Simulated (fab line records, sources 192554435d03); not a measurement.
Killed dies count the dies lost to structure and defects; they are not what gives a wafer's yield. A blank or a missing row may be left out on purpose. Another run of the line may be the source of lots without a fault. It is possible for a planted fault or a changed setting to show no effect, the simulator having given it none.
Which of the tools did it? | flow n5_finfet | Sampling: 9 lots, 27 wafers, 7 of 1938 route steps

WHAT EACH GAUGE READ, for each wafer
N5_SD_EPI_N_EPI_MEAS_23. Usual: thk_nm 59.1 nm, standard deviation 1.2.
lot  | measured    | on            | thk_nm (nm)    | flag
L421 | day 4 17:11 | film_metro-01 | 56.5 59.2 59.9 |
L422 | day 4 23:08 | film_metro-02 | 58.5 58.4 59.0 |
L423 | day 5 05:51 | film_metro-02 | 58.9 59.5 61.0 |
L424 | day 5 10:52 | film_metro-02 | 60.9 60.7 61.8 |
L426 | day 5 22:44 | film_metro-02 | 62.1 58.9 60.2 |
L432 | day 7 11:43 | film_metro-02 | 68.4 67.7 67.7 | OFF
L435 | day 8 06:05 | film_metro-01 | 68.2 68.1 67.9 | OFF
L436 | day 8 14:36 | film_metro-01 | 59.9 59.3 59.7 |
L438 | day 9 03:06 | film_metro-02 | 58.6 60.5 58.4 |

N5_SD_ACTIVATION_RS_MEAS_03: uses a four-point probe to measure. Usual: RS_SD_N 21.89 ohm/sq, standard deviation 0.28; RS_SD_P 56.2 ohm/sq, standard deviation 0.9.
lot  | measured    | on            | RS_SD_N (ohm/sq)  | RS_SD_P (ohm/sq) | flag
L421 | day 4 22:25 | film_metro-01 | 21.92 21.56 21.71 | 55.4 56.5 57.0   |
L422 | day 5 05:39 | film_metro-01 | 22.03 21.90 22.25 | 56.4 56.4 56.1   |
L423 | day 5 11:20 | film_metro-02 | 21.37 22.22 21.70 | 54.2 53.7 53.8   |
L424 | day 5 15:56 | film_metro-01 | 21.31 21.35 21.53 | 57.9 56.3 55.8   |
L426 | day 6 04:56 | film_metro-01 | 21.40 21.67 21.96 | 56.1 55.9 55.7   |
L432 | day 7 16:55 | film_metro-01 | 18.67 18.52 18.85 | 58.1 57.9 57.7   | OFF
L435 | day 8 11:19 | film_metro-01 | 18.56 18.35 18.32 | 55.6 54.9 56.3   | OFF
L436 | day 8 19:40 | film_metro-01 | 22.21 21.82 22.02 | 55.6 56.5 55.1   |
L438 | day 9 10:15 | film_metro-02 | 21.69 21.90 21.76 | 56.8 55.4 56.3   |

N5_BEOL_M4_RC_MEAS_101. Usual: DIBL_N 37.5 mV/V, standard deviation 2.5; DIBL_P 38 mV/V, standard deviation 3.1; IOFF_N 0.19 nA/um, standard deviation 0.059; IOFF_P 0.24 nA/um, standard deviation 0.061; ION_N 679 uA/um, standard deviation 16; ION_P 465 uA/um, standard deviation 9.8; RS_SD_N 28.4 ohm/sq, standard deviation 0.39; SS_N 72.0 mV/dec, standard deviation 0.8; SS_P 73.7 mV/dec, standard deviation 0.86; VT_N 248 mV, standard deviation 4.5; VT_P -249 mV, standard deviation 3.5.
lot  | measured     | on        | DIBL_N (mV/V)  | DIBL_P (mV/V) | IOFF_N (nA/um) | IOFF_P (nA/um) | ION_N (uA/um) | ION_P (uA/um) | RS_SD_N (ohm/sq) | SS_N (mV/dec)  | SS_P (mV/dec)  | VT_N (mV)   | VT_P (mV)      | flag
L421 | day 9 23:35  | prober-01 | 33.7 37.1 41.1 | 34 39 44      | 0.12 0.18 0.31 | 0.17 0.23 0.34 | 662 677 705   | 453 464 477   | 28.2 28.0 28.1   | 71.2 71.8 73.1 | 72.9 73.8 75.8 | 255 249 244 | -252 -246 -245 |
L422 | day 10 05:40 | prober-02 | 35.9 37.2 33.6 | 37 37 34      | 0.16 0.19 0.11 | 0.20 0.20 0.17 | 667 680 659   | 459 461 451   | 28.6 28.5 28.6   | 72.3 72.0 70.9 | 73.8 73.0 73.0 | 251 249 255 | -252 -251 -254 |
L423 | day 10 21:11 | prober-01 | 34.4 38.7 37.1 | 35 39 37      | 0.10 0.18 0.14 | 0.16 0.24 0.20 | 657 673 651   | 453 467 452   | 27.9 28.2 28.2   | 70.8 71.8 71.5 | 73.2 74.1 73.1 | 260 247 252 | -253 -249 -251 |
L424 | day 10 09:25 | prober-01 | 41.4 37.6 38.9 | 40 35 38      | 0.27 0.15 0.19 | 0.33 0.21 0.28 | 702 671 679   | 477 458 468   | 27.3 27.5 27.4   | 72.5 71.6 72.4 | 74.7 73.5 73.4 | 244 255 246 | -244 -247 -244 |
L426 | day 11 12:04 | prober-02 | 39.0 36.6 42.2 | 40 38 45      | 0.23 0.17 0.37 | 0.28 0.24 0.43 | 694 672 714   | 469 463 484   | 27.8 28.6 28.0   | 71.8 71.9 72.8 | 73.5 73.4 74.8 | 244 249 238 | -247 -248 -242 |
L432 | day 12 19:31 | prober-01 | 41.4 39.1 35.1 | 41 37 34      | 0.27 0.22 0.13 | 0.26 0.20 0.16 | 708 675 668   | 471 453 449   | 24.4 24.2 24.4   | 72.3 72.7 72.1 | 74.2 73.8 72.4 | 241 249 253 | -248 -255 -254 | OFF
L435 | day 13 22:40 | prober-02 | 41.2 39.3 40.6 | 38 36 38      | 0.26 0.18 0.23 | 0.26 0.22 0.25 | 695 672 698   | 465 460 466   | 23.9 23.7 23.7   | 72.9 73.1 71.9 | 73.8 73.4 74.0 | 244 248 248 | -249 -249 -248 | OFF
L436 | day 13 22:26 | prober-01 | 38.6 39.0 39.9 | 42 39 41      | 0.21 0.20 0.23 | 0.29 0.23 0.26 | 685 676 687   | 475 455 466   | 28.7 28.6 28.3   | 72.0 71.8 72.2 | 74.4 74.7 74.6 | 247 247 245 | -249 -251 -249 |
L438 | day 14 05:08 | prober-02 | 36.5 36.5 36.0 | 37 39 37      | 0.18 0.19 0.15 | 0.22 0.27 0.20 | 681 690 677   | 462 476 461   | 28.2 28.2 28.1   | 72.6 72.7 72.3 | 73.0 74.0 73.7 | 250 247 253 | -249 -247 -253 |

EACH LOT AND THE TOOL THAT RAN IT (in order: tool; ch and the chambers of the sampled wafers; start)
lot  | N5_SD_EPI_N_ETCH_45               | N5_SD_EPI_N_SD_RECESS_17        | N5_SD_EPI_N_EPI_21             | N5_SD_EPI_N_LINER_46
L421 | rie_diel-05 ch 0,1,3, day 4 13:20 | rie_si-03 ch 2,3, day 4 13:31   | epi_rpcvd-02 ch 0, day 4 15:39 | ald_sin-04 ch 2,3, day 4 17:35
L422 | rie_diel-03 ch 0,2, day 4 19:31   | rie_si-05 ch 0,2,3, day 4 19:41 | epi_rpcvd-02 ch 0, day 4 20:51 | ald_sin-04 ch 1,2,3, day 4 23:53
L423 | rie_diel-05 ch 0,2, day 5 02:59   | rie_si-06 ch 1,2, day 5 03:09   | epi_rpcvd-02 ch 0, day 5 04:08 | ald_sin-01 ch 0,1, day 5 06:24
L424 | rie_diel-01 ch 1,2,3, day 5 07:14 | rie_si-06 ch 0,1,3, day 5 07:25 | epi_rpcvd-01 ch 0, day 5 08:35 | ald_sin-02 ch 0,1,3, day 5 11:10
L426 | rie_diel-05 ch 0,2, day 5 19:51   | rie_si-06 ch 1,2,3, day 5 20:01 | epi_rpcvd-02 ch 0, day 5 21:02 | ald_sin-04 ch 0,2,3, day 5 23:03
L432 | rie_diel-03 ch 1,2, day 7 08:50   | rie_si-03 ch 0,1, day 7 09:00   | epi_rpcvd-02 ch 0, day 7 10:16 | ald_sin-02 ch 0,1, day 7 12:01
L435 | rie_diel-03 ch 0,2,3, day 8 03:12 | rie_si-06 ch 0,1,2, day 8 03:23 | epi_rpcvd-02 ch 0, day 8 04:56 | ald_sin-01 ch 1,2, day 8 06:23
L436 | rie_diel-01 ch 0,1, day 8 11:30   | rie_si-05 ch 0,1,3, day 8 11:40 | epi_rpcvd-04 ch 0, day 8 12:53 | ald_sin-01 ch 0,1,2, day 8 14:54
L438 | rie_diel-01 ch 0,2,3, day 8 21:23 | rie_si-03 ch 2,3, day 8 21:33   | epi_rpcvd-01 ch 0, day 8 23:05 | ald_sin-04 ch 2,3, day 9 03:24
- N5_SD_EPI_N_ETCH_45: etches SiOCN in CH3F/O2, target depth 6 nm.
- N5_SD_EPI_N_SD_RECESS_17: chemistry HBr/Cl2/O2, target depth 41 nm, time 23.7 s, bt time 3 s.
- N5_SD_EPI_N_EPI_21: deposits Si:P, time 690 s.
- N5_SD_EPI_N_LINER_46: material SiNx, target thk 3 nm.

WHAT THE TOOLS THEMSELVES READ (means of the sampled wafers that have a number; where no wafer has one, the mark that the record gives instead)
N5_SD_EPI_N_ETCH_45. Usual: drypump_motor_current_A 5.5 A, standard deviation 0.42; oes_product_au 0.78 a.u., standard deviation 0.098; rf_vpp_V 127.4 V, standard deviation 0.96; showerhead_plenum_p_Torr 2.01 Torr, standard deviation 0.075; throttle_valve_pct 23.5 %, standard deviation 0.33.
lot  | tool        | drypump_motor_current_A (A) | oes_product_au (a.u.) | rf_vpp_V (V) | showerhead_plenum_p_Torr (Torr) | throttle_valve_pct (%) | flag
L421 | rie_diel-05 | 5.5                         | 0.83                  | 126.9        | 1.99                            | 23.3                   |
L422 | rie_diel-03 | 5.7                         | 0.82                  | 127.7        | 1.99                            | 23.6                   |
L423 | rie_diel-05 | 5.4                         | 0.77                  | 126.9        | 1.99                            | 23.2                   |
L424 | rie_diel-01 | 5.5                         | 0.74                  | 127.2        | 2.00                            | 23.6                   |
L426 | rie_diel-05 | 5.1                         | 0.85                  | 127.4        | 2.02                            | 23.1                   |
L432 | rie_diel-03 | 5.7                         | 0.85                  | 128.4        | 2.05                            | 23.3                   |
L435 | rie_diel-03 | 5.6                         | 0.81                  | 127.5        | 2.05                            | 23.5                   |
L436 | rie_diel-01 | 5.5                         | 0.85                  | 127.5        | 2.06                            | 23.6                   |
L438 | rie_diel-01 | 5.8                         | 0.90                  | 128.2        | 2.07                            | 23.3                   |

N5_SD_EPI_N_SD_RECESS_17. Usual: drypump_motor_current_A 5.5 A, standard deviation 0.42; oes_product_au 1.001 a.u., standard deviation 0.016; throttle_valve_pct 37.2 %, standard deviation 0.44.
lot  | tool      | drypump_motor_current_A (A) | oes_product_au (a.u.) | throttle_valve_pct (%) | flag
L421 | rie_si-03 | 5.3                         | 1.017                 | 37.4                   |
L422 | rie_si-05 | 5.5                         | 1.004                 | 37.0                   |
L423 | rie_si-06 | 5.8                         | 0.980                 | 37.4                   |
L424 | rie_si-06 | 5.5                         | 0.999                 | 37.4                   |
L426 | rie_si-06 | 5.6                         | 0.993                 | 37.4                   |
L432 | rie_si-03 | 5.5                         | 1.001                 | 36.7                   |
L435 | rie_si-06 | 5.8                         | 0.992                 | 37.4                   |
L436 | rie_si-05 | 5.7                         | 0.992                 | 37.1                   |
L438 | rie_si-03 | 5.0                         | 1.008                 | 37.4                   |

N5_SD_EPI_N_EPI_21. Usual: chamber_pressure_Torr 255.1 Torr, standard deviation 0.64.
lot  | tool         | chamber_pressure_Torr (Torr) | flag
L421 | epi_rpcvd-02 | 254.3                        |
L422 | epi_rpcvd-02 | 254.7                        |
L423 | epi_rpcvd-02 | 254.5                        |
L424 | epi_rpcvd-01 | 255.1                        |
L426 | epi_rpcvd-02 | 254.7                        |
L432 | epi_rpcvd-02 | 362.1                        | OFF
L435 | epi_rpcvd-02 | 361.3                        | OFF
L436 | epi_rpcvd-04 | 254.5                        |
L438 | epi_rpcvd-01 | 254.9                        |

N5_SD_EPI_N_LINER_46. Usual: chamber_pressure_Torr 2.000 Torr, standard deviation 0.0045; heater_power_w 849 W, standard deviation 91.
lot  | tool       | chamber_pressure_Torr (Torr) | heater_power_w (W) | flag
L421 | ald_sin-04 | 1.996                        | 832                |
L422 | ald_sin-04 | 2.001                        | 863                |
L423 | ald_sin-01 | 2.001                        | 894                |
L424 | ald_sin-02 | 2.005                        | 839                |
L426 | ald_sin-04 | 1.996                        | 808                |
L432 | ald_sin-02 | 1.998                        | 925                |
L435 | ald_sin-01 | 1.998                        | 863                |
L436 | ald_sin-01 | 2.003                        | 891                |
L438 | ald_sin-04 | 2.001                        | 823                |

THE ANSWER, worked out from the rows above alone
Rule: lot off if the mean of its wafers having a number is beyond 3 standard deviations from the usual mean. A lot without any number at a reading at which 4 lots or more have one is off too. Where the step has rows for the other lots, those lots are counted as sound. First the gauges in route order, then the tools' own readings, where a lot's mean is used as printed above. At the first step where some lot is off, the reading lying furthest off is the one used; lots without a number count as furthest.
Off at N5_SD_EPI_N_EPI_MEAS_23 (thk_nm): L432, L435.
If a tool, at a process step before that reading, ran all the lots that are off and no sound lot after the first of them, it fits. Not tried: the gauges at N5_SD_EPI_N_EPI_MEAS_23; whatever is off there is also off at N5_BEOL_M4_RC_MEAS_101, on other tools, and gauge error can't account for it. 2 tools fit, rie_diel-03 at N5_SD_EPI_N_ETCH_45 and epi_rpcvd-02 at N5_SD_EPI_N_EPI_21, so this cannot tell which one it is.

WHAT THE SIMULATOR HAD INSERTED
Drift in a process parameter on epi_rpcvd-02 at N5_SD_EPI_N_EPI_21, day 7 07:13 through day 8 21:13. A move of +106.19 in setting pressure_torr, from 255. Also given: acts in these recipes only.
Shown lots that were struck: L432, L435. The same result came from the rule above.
